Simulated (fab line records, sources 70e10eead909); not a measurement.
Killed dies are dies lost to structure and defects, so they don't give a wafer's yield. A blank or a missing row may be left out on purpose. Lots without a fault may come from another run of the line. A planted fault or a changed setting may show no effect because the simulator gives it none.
A struck lot beside a sound one | flow nand_harc | 15 steps out of a route of 1302
Sound: wafers L638.3, L638.4, L638.6. Struck: wafer L650.2. (L650.5 of the same lot was not struck and is left out.) The cause comes at the end.
At each step with rows: each side's tool, then ch and its chambers, then its first start. Under that, the readings that differ: sound wafers | struck wafers | difference of the means | sigmas: that difference in standard deviations of wafers without a fault.
alike: readings whose means differ by less than 2 such deviations, and words and numbers that are the same on both sides. not compared: withheld readings, readings that some wafer has no value for, bounds like >300 that may hide the same value, and numbers for which the record gives no deviation and whose values overlap.
The two part at a step that has a row with sigmas, a row that says differs or no value, or rows on one side only. Numbers that don't overlap but have no deviation are shown without sigmas and don't part them. A reading that every wafer of one side lacks parts them only if that side has two wafers or more.

NHARC_A_CHANNEL_FILL_D2_ALD_16: deposits SiO2, target thk 1.5 nm, pulse time 10 s, ald cycles 15.
  sound on ald_hk-01 ch 0,1,2, day 14 06:55; struck on ald_hk-04 ch 2, day 19 22:01
  alike: heater_power_w, precursor_pulse_height_rel
then, 2 steps without rows for these wafers: NHARC_A_CHANNEL_FILL_D2_ANNEAL_17 (time 1800 s); NHARC_A_CHANNEL_FILL_D2_CVD_18 (deposits poly-Si, target thk 3 nm).
NHARC_A_CHANNEL_FILL_D2_ETCHBACK_19: etches the open film in HBr/Cl2, target depth 5 nm, time 1.7 s.
  sound on rie_si-03 ch 1,2, day 14 18:52; struck on rie_si-01 ch 3, day 20 09:53
  alike: bias_w, drypump_motor_current_A, oes_product_au, throttle_valve_pct
  not compared: rf_hours_counter_h
NHARC_A_CHANNEL_FILL_D2_ETCHBACK_20: etches the open film in C4F8/O2/Ar, target depth 27 nm, time 13.5 s.
  sound on rie_diel-05 ch 1,2, day 14 18:59; struck on rie_diel-08 ch 1, day 20 10:01
  reading          | sound          | struck | difference | sigmas
  run_length_s (s) | 34.1 34.5 34.1 | 35.0   | +0.8       | +2
  alike: bias_w, oes_product_au, rf_vpp_V
  not compared: rf_hours_counter_h
then, 5 steps without rows for these wafers: NHARC_A_CHANNEL_FILL_D2_STRIP_28 (strips in O2, time 20 s); NHARC_A_CHANNEL_FILL_D2_PRECLEAN_21 (cleans in dHF, time 30 s); NHARC_A_CHANNEL_FILL_D2_SRD_23; NHARC_A_CHANNEL_FILL_D2_CVD_05 (deposits poly-Si, target thk 5 nm); NHARC_A_CHANNEL_FILL_D2_ANNEAL_22 (time 7200 s).
NHARC_A_CHANNEL_FILL_D2_THK_MEAS_06: measures by ellipsometry.
  sound on film_metro-02, day 15 08:43; struck on film_metro-01, day 20 21:47
  alike: thk_nm
NHARC_A_CHANNEL_FILL_D2_ALD_25: deposits SiOx, target thk 60 nm, pulse time 10 s, ald cycles 600.
  sound on ald_hk-04 ch 0,2, day 15 09:49; struck on ald_hk-04 ch 2, day 20 23:04
  alike: heater_power_w, precursor_pulse_height_rel
NHARC_A_CHANNEL_FILL_D2_ETCHBACK_08: etches the open film in C4F8, target depth 220 nm, time 110 s.
  sound on rie_diel-05 ch 0,2,3, day 15 14:48; struck on rie_diel-05 ch 2, day 21 07:03
  reading               | sound             | struck | difference | sigmas
  oes_product_au (a.u.) | 0.92 0.92 0.94    | 1.02   | +0.09      | +2
  run_length_s (s)      | 131.2 131.5 131.4 | 137.1  | +5.7       | +16
  alike: rf_vpp_V
  not compared: rf_hours_counter_h
NHARC_A_CHANNEL_FILL_D2_STRIP_29: strips in O2, time 20 s.
  sound on rie_diel-05 ch 0,2,3; struck on rie_diel-05 ch 3
  alike: drypump_motor_current_A, oes_product_au, rf_vpp_V, showerhead_plenum_p_Torr, throttle_valve_pct
  not compared: rf_hours_counter_h
-- the record jumps here: 9 days lie between the struck wafers' starts before and after (it left off in module A_CHANNEL_FILL_D2 and takes up again in module END, whose first step shown is number 1302 of the route) --
NHARC_END_SORT_01:
  the record has rows for the struck wafers here (prober-01 ch 0, day 29 20:13) and none for the sound ones

WHERE THEY PART
First at NHARC_A_CHANNEL_FILL_D2_ETCHBACK_20; last, within this record, at NHARC_END_SORT_01.

WHY: what the simulator had put in
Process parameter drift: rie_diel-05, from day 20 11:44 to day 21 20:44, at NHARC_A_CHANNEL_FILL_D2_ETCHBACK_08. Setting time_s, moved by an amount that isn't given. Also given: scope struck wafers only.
